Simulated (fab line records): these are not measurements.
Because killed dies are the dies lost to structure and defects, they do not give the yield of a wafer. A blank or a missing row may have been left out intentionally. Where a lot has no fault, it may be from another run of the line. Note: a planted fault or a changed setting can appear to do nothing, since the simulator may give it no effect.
A struck lot beside a sound one :: flow nandHarc :: 15 out of 1159 route steps
Sound: wafers L531.1, L531.4, L531.5. Struck: wafers L544.3, L544.5. (L544.4 of the same lot was not struck and is left out.) The cause comes at the end.
Each step with rows lists, per side, the tool, then ch with its chambers, then its first start. Under that, the readings that differ: sound wafers :: struck wafers :: difference of the means :: sigmas: that difference in standard deviations of wafers without a fault.
alike: same words and numbers on both sides, and readings whose means sit less than 2 such deviations apart. not compared: any withheld reading, any reading some wafer has no value for, any bound like >300 that may hide the same value, and any number with overlapping values for which the record gives no deviation.
A row with sigmas, a row that says differs or no value, or rows on one side alone: a step with any of these is where the two part. Numbers that don't overlap but have no deviation are shown without sigmas and don't part them. Lack of a reading on every wafer of one side parts them only where that side has two or more wafers.

first, 5 steps without rows for these wafers: NHARC_A_CHANNEL_HOLE_D1_SOFTBAKE_05 (time 55 s); NHARC_A_CHANNEL_HOLE_D1_EBR_06; NHARC_A_CHANNEL_HOLE_D1_EXPOSE_07 (exposes mask HOLE D1, target cd 100 nm); NHARC_A_CHANNEL_HOLE_D1_PEB_08 (peb time 65 s); NHARC_A_CHANNEL_HOLE_D1_DEVELOP_09 (develop time 35 s).
NHARC_A_CHANNEL_HOLE_D1_CD_MEAS_10 targets a cd of 100 nm.
  sound on cdSem-01 ch 0, day 8 20:10; struck on cdSem-01 ch 0, day 12 04:45
reading: cdNm (nm)
sound: 99.9 100.5 99.9
struck: 99.4 98.1
difference: -1.4
sigmas: -2
NHARC_A_CHANNEL_HOLE_D1_OVL_MEAS_11:
  sound: overlay-01 at day 8 20:15; struck: overlay-02 at day 12 04:50
  alike: overlayXNm, overlayYNm
NHARC_A_CHANNEL_HOLE_D1_INSPECT_12:
  sound: defectInspect-02 at day 8 20:17; struck: defectInspect-02 at day 12 04:52
  alike: rawDefectCount
NHARC_A_CHANNEL_HOLE_D1_DESCUM_15: chemistry O2, time 3 s.
  sound on rieDiel-01 ch 1,3, day 8 20:21; struck on rieDiel-02 ch 2,3, day 12 04:56
  alike: drypumpMotorCurrentA, oesProductAu, rfVppV, showerheadPlenumPTorr, throttleValvePct
  not compared: rfHoursCounterH
NHARC_A_CHANNEL_HOLE_D1_ETCH_38: etches the open film in CF4, target depth 39 nm, time 65 s.
  sound on rieDiel-01 ch 0,2,3, day 8 20:26; struck on rieDiel-02 ch 0,3, day 12 05:01
  alike: drypumpMotorCurrentA, oesProductAu, rfVppV, showerheadPlenumPTorr, throttleValvePct
  not compared: rfHoursCounterH
NHARC_A_CHANNEL_HOLE_D1_ETCH_39: etches the open film in N2/H2, target depth 260 nm, time 325 s.
  sound: rieDiel-01 ch 1,3; struck: rieDiel-02 ch 0
  alike: drypumpMotorCurrentA, oesProductAu, rfVppV, showerheadPlenumPTorr, throttleValvePct
  not compared: rfHoursCounterH
NHARC_A_CHANNEL_HOLE_D1_ETCH_34: etches the open film in CF4/CHF3, target depth 154 nm, time 77 s.
  sound: rieDiel-01 ch 0,1,3; struck: rieDiel-02 ch 0,2
  alike: drypumpMotorCurrentA, oesProductAu, rfVppV, showerheadPlenumPTorr, throttleValvePct
  not compared: rfHoursCounterH
NHARC_A_CHANNEL_HOLE_D1_ETCH_16: etches the open film in O2/COS, target depth 3100 nm, time 806 s.
  sound on rieDiel-01 ch 0,2, day 8 20:53; struck on rieDiel-02 ch 0, day 12 05:37
reading: drypumpMotorCurrentA (A)
sound: 6.7 6.2 6.7
struck: 5.6 5.6
difference: -0.9
sigmas: -2

reading: oesProductAu (a.u.)
sound: 1.005 0.999 0.994
struck: 0.796 0.797
difference: -0.203
sigmas: -21
  alike: rfVppV, showerheadPlenumPTorr, throttleValvePct
  not compared: rfHoursCounterH
NHARC_A_CHANNEL_HOLE_D1_CD_MEAS_18:
  sound: cdSem-01 at day 8 21:28; struck: cdSem-03 at day 12 06:12
reading: cdNm (nm)
sound: 99.4 98.8 101.6
struck: 94.1 94.3
difference: -5.7
sigmas: -3
-- break in the record here, with 11 days between the starts of the struck wafers on either side (left off in module A_CHANNEL_HOLE_D1, picked up again in module END, where the first step shown is number 1159 on the route) --
NHARC_END_SORT_01:
  here the record holds rows for the struck wafers (prober-01 ch 0, day 23 09:06) but none for the sound ones

## WHERE THEY PART
At NHARC_A_CHANNEL_HOLE_D1_CD_MEAS_10 first; at NHARC_END_SORT_01 last (within this record only).

WHY: what the simulator had put in
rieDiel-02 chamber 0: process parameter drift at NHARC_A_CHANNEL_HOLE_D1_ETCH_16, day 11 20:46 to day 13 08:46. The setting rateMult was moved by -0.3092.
